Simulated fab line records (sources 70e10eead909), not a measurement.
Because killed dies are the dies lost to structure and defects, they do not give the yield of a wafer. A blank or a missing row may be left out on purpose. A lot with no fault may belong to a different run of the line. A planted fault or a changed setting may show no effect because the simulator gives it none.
fab line records ; flow nand_harc
record lots=6; wafers=18; last_day=33
route steps=1302 shown A_ONON_D1@424 END@1302
lots that met no fault: taken from a fault-free run of the same line
start_h: start of the lot's first displayed wafer, in hours after the record's first day ; wait_h: how many hours have passed since the lot's step before this one ; " repeats the value in the row above ; L1.1+2: several wafers, shown together as one row ; - no value, or no start was given ; * or withheld: withheld ; < > ~ a bound
route shown NAME@n: a module of which the file shows steps, and the number in the route of the first ; usual: mean and standard deviation over wafers with no fault ; same: alike in all rows ; chamber/n: place in a boat ; sites: each site's reading ; _std_site: standard deviation of those values ; _edge_site: mean of outer sites minus mean of inner sites ; radius_mm: for every site, how far away it sits from the centre of the wafer ; mask NAME#n: copy n ; behind: the most recent tool/chamber to have shaped the wafer ; hold: why the lot was held/for how many hours/how that ended ; device: names the non-switching transistor (n, p or np) ; end of line: the route-end tests of the same wafers ; step lacking rows: just its recipe ; killed: dies that structure and defects cost at the first sort, which is not the same as the wafer's yield ; map: the dies of a wafer, with x for killed, . for not killed, _ for no die there
set.NAME: the setting the step ran with; set.NAME@STEP: the setting that earlier step ran with ; model.NAME: the simulator's own value behind a step, which no gauge read
lots at selected steps of the route; one table per step, one row per wafer
services: from which hour (start_h, from the record's first day; less than 0 if before it) a tool's chamber was out of use, for how many hours, and why
## steps
# step NHARC_A_ONON_D1_DEP_00
# recipe target_thk_a=10000; n2_flow_sccm=2750; n2o_flow_sccm=2000; nh3_flow_sccm=500; sih4_flow_sccm=210; temp_c=400
# step NHARC_A_ONON_D1_THK_MEAS_02
# recipe thk_meas_gauge=ellipsometry
# usual thk_nm=998/9.9
lot.wafer;tool;chamber;start_h;wait_h;thk_nm
L521.1;film_metro-02;-;208.36;-;1010
L521.3;film_metro-02;-;208.36;-;1008
L521.6;film_metro-02;-;208.36;-;1010
L522.1;film_metro-01;-;218.87;-;1004
L522.3;film_metro-01;-;218.87;-;1003
L522.6;film_metro-01;-;218.87;-;1003
L531.2;film_metro-02;-;308.27;-;1006
L531.3;film_metro-02;-;308.27;-;1006
L531.5;film_metro-02;-;308.27;-;1005
L532.2;film_metro-01;-;323.44;-;1002
L532.3;film_metro-01;-;323.44;-;1002
L532.6;film_metro-01;-;323.44;-;1002
L533.2;film_metro-02;-;336.01;-;995
L533.3;film_metro-02;-;336.01;-;996
L533.5;film_metro-02;-;336.01;-;994
L538.1;film_metro-02;-;392.38;-;1000
L538.3;film_metro-02;-;392.38;-;1002
L538.5;film_metro-02;-;392.38;-;1001
# step NHARC_A_ONON_D1_DEP_03
# recipe target_thk_a=10000; n2_flow_sccm=2750; n2o_flow_sccm=2000; nh3_flow_sccm=500; sih4_flow_sccm=210; temp_c=400
# step NHARC_A_ONON_D1_THK_MEAS_05
# recipe thk_meas_gauge=ellipsometry
# usual thk_nm=1002/11
lot.wafer;tool;chamber;start_h;wait_h;thk_nm
L521.1;film_metro-02;-;208.92;-;979
L521.3;film_metro-02;-;208.92;-;981
L521.6;film_metro-02;-;208.92;-;977
L522.1;film_metro-01;-;219.44;-;993
L522.3;film_metro-01;-;219.44;-;993
L522.6;film_metro-01;-;219.44;-;995
L531.2;film_metro-02;-;308.83;-;1001
L531.3;film_metro-02;-;308.83;-;999
L531.5;film_metro-02;-;308.83;-;1000
L532.2;film_metro-02;-;324.01;-;985
L532.3;film_metro-02;-;324.01;-;984
L532.6;film_metro-02;-;324.01;-;988
L533.2;film_metro-01;-;336.58;-;1013
L533.3;film_metro-01;-;336.58;-;1014
L533.5;film_metro-01;-;336.58;-;1011
L538.1;film_metro-02;-;392.95;-;1020
L538.3;film_metro-02;-;392.95;-;1022
L538.5;film_metro-02;-;392.95;-;1022
# step NHARC_A_ONON_D1_DEP_06
# recipe target_thk_a=10000; n2_flow_sccm=2750; n2o_flow_sccm=2000; nh3_flow_sccm=500; sih4_flow_sccm=210; temp_c=400
# step NHARC_A_ONON_D1_THK_MEAS_08
# recipe thk_meas_gauge=ellipsometry
# usual thk_nm=1001/7.8
lot.wafer;tool;chamber;start_h;wait_h;thk_nm
L521.1;film_metro-01;-;209.49;-;1007
L521.3;film_metro-01;-;209.49;-;1009
L521.6;film_metro-01;-;209.49;-;1006
L522.1;film_metro-02;-;220.00;-;1003
L522.3;film_metro-02;-;220.00;-;1001
L522.6;film_metro-02;-;220.00;-;1003
L531.2;film_metro-02;-;309.40;-;990
L531.3;film_metro-02;-;309.40;-;991
L531.5;film_metro-02;-;309.40;-;990
L532.2;film_metro-02;-;324.57;-;1007
L532.3;film_metro-02;-;324.57;-;1008
L532.6;film_metro-02;-;324.57;-;1007
L533.2;film_metro-01;-;337.15;-;980
L533.3;film_metro-01;-;337.15;-;981
L533.5;film_metro-01;-;337.15;-;982
L538.1;film_metro-01;-;393.51;-;1000
L538.3;film_metro-01;-;393.51;-;998
L538.5;film_metro-01;-;393.51;-;1000
# step NHARC_A_ONON_D1_DEP_09
# recipe target_thk_a=10000; n2_flow_sccm=2750; n2o_flow_sccm=2000; nh3_flow_sccm=500; sih4_flow_sccm=210; temp_c=400
# step NHARC_A_ONON_D1_THK_MEAS_11
# recipe thk_meas_gauge=ellipsometry
# usual thk_nm=1002/11
lot.wafer;tool;chamber;start_h;wait_h;thk_nm
L521.1;film_metro-01;-;210.06;-;1002
L521.3;film_metro-01;-;210.06;-;1004
L521.6;film_metro-01;-;210.06;-;1000
L522.1;film_metro-02;-;220.57;-;1009
L522.3;film_metro-02;-;220.57;-;1008
L522.6;film_metro-02;-;220.57;-;1010
L531.2;film_metro-02;-;309.96;-;999
L531.3;film_metro-02;-;309.96;-;1000
L531.5;film_metro-02;-;309.96;-;1001
L532.2;film_metro-01;-;325.15;-;1006
L532.3;film_metro-01;-;325.15;-;1006
L532.6;film_metro-01;-;325.15;-;1005
L533.2;film_metro-02;-;337.71;-;1019
L533.3;film_metro-02;-;337.71;-;1019
L533.5;film_metro-02;-;337.71;-;1018
L538.1;film_metro-02;-;394.08;-;1011
L538.3;film_metro-02;-;394.08;-;1010
L538.5;film_metro-02;-;394.08;-;1010
# step NHARC_A_ONON_D1_DEP_12
# recipe target_thk_a=10000; n2_flow_sccm=2750; n2o_flow_sccm=2000; nh3_flow_sccm=500; sih4_flow_sccm=210; temp_c=400
# step NHARC_A_ONON_D1_THK_MEAS_14
# recipe thk_meas_gauge=ellipsometry
# usual thk_nm=1000/8.7
lot.wafer;tool;chamber;start_h;wait_h;thk_nm
L521.1;film_metro-02;-;210.63;-;999
L521.3;film_metro-02;-;210.63;-;1000
L521.6;film_metro-02;-;210.63;-;998
L522.1;film_metro-02;-;221.14;-;985
L522.3;film_metro-02;-;221.14;-;987
L522.6;film_metro-02;-;221.14;-;984
L531.2;film_metro-01;-;310.53;-;1014
L531.3;film_metro-01;-;310.53;-;1013
L531.5;film_metro-01;-;310.53;-;1012
L532.2;film_metro-01;-;325.72;-;998
L532.3;film_metro-01;-;325.72;-;1000
L532.6;film_metro-01;-;325.72;-;999
L533.2;film_metro-01;-;338.28;-;1019
L533.3;film_metro-01;-;338.28;-;1020
L533.5;film_metro-01;-;338.28;-;1019
L538.1;film_metro-01;-;394.65;-;994
L538.3;film_metro-01;-;394.65;-;992
L538.5;film_metro-01;-;394.65;-;994
# step NHARC_A_ONON_D1_ANNEAL_15
# recipe temp_c=750; time_s=3600
# step NHARC_A_ONON_D1_DEP_16
# recipe target_thk_a=10000; n2_flow_sccm=2750; n2o_flow_sccm=2000; nh3_flow_sccm=500; sih4_flow_sccm=210; temp_c=400
# usual n2o_flow_sccm=2000/5.7; sih4_flow_sccm=210.0/0.59
lot.wafer;tool;chamber;start_h;wait_h;n2o_flow_sccm;sih4_flow_sccm
L521.1;pecvd_onon-01;0;217.93;0.1;1998;209.6
L521.3;pecvd_onon-01;0;217.93;0.1;1999;208.6
L521.6;pecvd_onon-01;0;217.93;0.1;2000;210.4
L522.1;pecvd_onon-01;0;229.34;0.1;1991;209.9
L522.3;pecvd_onon-01;0;229.34;0.1;2003;210.7
L522.6;pecvd_onon-01;0;229.34;0.1;2004;209.6
L531.2;pecvd_onon-01;0;317.88;0.1;2001;210.4
L531.3;pecvd_onon-01;0;317.88;0.1;2006;209.7
L531.5;pecvd_onon-01;0;317.88;0.1;2004;210.8
L532.2;pecvd_onon-01;0;335.23;0.1;1997;209.7
L532.3;pecvd_onon-01;0;335.23;0.1;1990;210.8
L532.6;pecvd_onon-01;0;335.23;0.1;1996;209.9
L533.2;pecvd_onon-01;0;345.64;0.1;1998;211.4
L533.3;pecvd_onon-01;0;345.64;0.1;1997;210.8
L533.5;pecvd_onon-01;0;345.64;0.1;1990;210.3
L538.1;pecvd_onon-01;0;403.46;0.1;1999;209.9
L538.3;pecvd_onon-01;0;403.46;0.1;2002;209.8
L538.5;pecvd_onon-01;0;403.46;0.1;1993;210.4
# step NHARC_A_ONON_D1_THK_MEAS_18
# recipe thk_meas_gauge=ellipsometry
# usual thk_nm=996/8.7
lot.wafer;tool;chamber;start_h;wait_h;thk_nm
L521.1;film_metro-01;-;218.44;-;1110
L521.3;film_metro-01;-;218.44;-;1109
L521.6;film_metro-01;-;218.44;-;1107
L522.1;film_metro-01;-;229.85;-;1104
L522.3;film_metro-01;-;229.85;-;1103
L522.6;film_metro-01;-;229.85;-;1102
L531.2;film_metro-01;-;318.33;-;998
L531.3;film_metro-01;-;318.33;-;996
L531.5;film_metro-01;-;318.33;-;1000
L532.2;film_metro-02;-;335.68;-;1003
L532.3;film_metro-02;-;335.68;-;1005
L532.6;film_metro-02;-;335.68;-;1003
L533.2;film_metro-02;-;346.09;-;1000
L533.3;film_metro-02;-;346.09;-;1002
L533.5;film_metro-02;-;346.09;-;1000
L538.1;film_metro-01;-;403.98;-;992
L538.3;film_metro-01;-;403.98;-;993
L538.5;film_metro-01;-;403.98;-;993
# step NHARC_A_ONON_D1_DEP_19
# recipe target_thk_a=10000; n2_flow_sccm=2750; n2o_flow_sccm=2000; nh3_flow_sccm=500; sih4_flow_sccm=210; temp_c=400
# step NHARC_END_SORT_01
# recipe temp_c=25
# usual killed_at_array=50/14; killed_at_other=0.9/1; killed_at_periphery=3.9/2.5; killed_dies=55/15; killed_open=3.5/1.9; killed_short=2.5/1.7
# same gross_dies=677
lot.wafer;tool;chamber;start_h;wait_h;killed_at_array;killed_at_other;killed_at_periphery;killed_dies;killed_open;killed_short
L533.2;prober-02;0;754.85;2.9;50;1;2;53;1;2
L533.3;prober-02;0;755.66;3.1;56;0;4;60;7;3
L533.5;prober-02;0;757.26;3.7;55;1;2;58;2;3
L538.1;prober-02;0;797.98;2.5;75;1;2;78;5;1
L538.3;prober-02;0;799.57;3.1;68;0;3;71;3;3
L538.5;prober-02;0;801.16;3.7;50;0;0;50;2;1
# killed by level:class
L533.2 A_CHANNEL_HOLE_D2:chamber_film_flake=23 A_CHANNEL_HOLE_D1:chamber_film_flake=9 A_CONTACT:chamber_film_flake=8 A_CHANNEL_FILL_D2:chamber_film_flake=6 P_CONTACT:geometric_particle:short=1 A_ONON_D2:geometric_particle:short=1 A_WL_FILL:geometric_particle:open=1 P_GATE:chamber_film_flake=1
L533.3 A_CHANNEL_HOLE_D2:chamber_film_flake=20 A_CONTACT:chamber_film_flake=9 A_CHANNEL_HOLE_D1:chamber_film_flake=5 A_SLIT:chamber_film_flake=4 P_GATE:chamber_film_flake=3 A_CHANNEL_FILL_D2:chamber_film_flake=3 A_CHANNEL_HOLE_D2:geometric_particle:open=2 A_CHANNEL_FILL_D2:geometric_particle:open=2
L533.5 A_CHANNEL_HOLE_D2:chamber_film_flake=26 A_CHANNEL_HOLE_D1:chamber_film_flake=8 A_CONTACT:chamber_film_flake=6 A_SLIT:chamber_film_flake=4 A_DECK1_JOINT:chamber_film_flake=2 A_CHANNEL_FILL_D2:chamber_film_flake=2 P_CONTACT:geometric_particle:open=1 A_DECK1_JOINT:geometric_particle:short=1
L538.1 A_CHANNEL_HOLE_D2:chamber_film_flake=30 A_SLIT:chamber_film_flake=29 A_CONTACT:chamber_film_flake=6 A_CHANNEL_FILL_D1:geometric_particle:open=2 A_M0:geometric_particle:open=2 A_ONON_D2:geometric_particle:open=1 A_WL_FILL:geometric_particle:short=1 P_ZERO_WELL:chamber_film_flake=1
L538.3 A_SLIT:chamber_film_flake=29 A_CHANNEL_HOLE_D2:chamber_film_flake=28 A_CONTACT:chamber_film_flake=4 A_STAIRCASE:chamber_film_flake=2 P_M0:geometric_particle:open=1 A_SOURCE_PLATE:geometric_particle:short=1 A_ONON_D1:geometric_particle:short=1 A_DECK1_JOINT:geometric_particle:short=1
L538.5 A_CHANNEL_HOLE_D2:chamber_film_flake=23 A_SLIT:chamber_film_flake=20 A_STAIRCASE:chamber_film_flake=2 A_CHANNEL_FILL_D1:geometric_particle:open=1 A_WL_FILL:geometric_particle:short=1 A_WL_FILL:geometric_particle:open=1 A_CHANNEL_HOLE_D1:chamber_film_flake=1 A_CONTACT:chamber_film_flake=1
## services
tool;chamber;start_h;hours;kind
pecvd_onon-01;-;269.00;13.0;pm
## key
first_sign step=NHARC_A_ONON_D1_THK_MEAS_18; reading=thk_nm; direction=up; sigmas=13; usual=996; struck=1106
effect none on later readings
met_at NHARC_A_ONON_D1_DEP_16
struck_wafers L521.1,L521.3,L521.6,L522.1,L522.3,L522.6
tester_left_out L521,L522
fault kind=process_parameter_drift; tool=pecvd_onon-01; chamber=-; onset_h=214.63; steps=NHARC_A_ONON_D1_DEP_16; channel=target_thk_a; offset=*; shape=step; end_h=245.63; acts_in=*; stated=*
# tester_left_out: of these lots the tester's yield and bins aren't shown, on N5 and GAA mostly nor the transistor test; their killed dies are dies lost to structure and defects alone, not to doping, threshold or leakage, so they don't give the yield
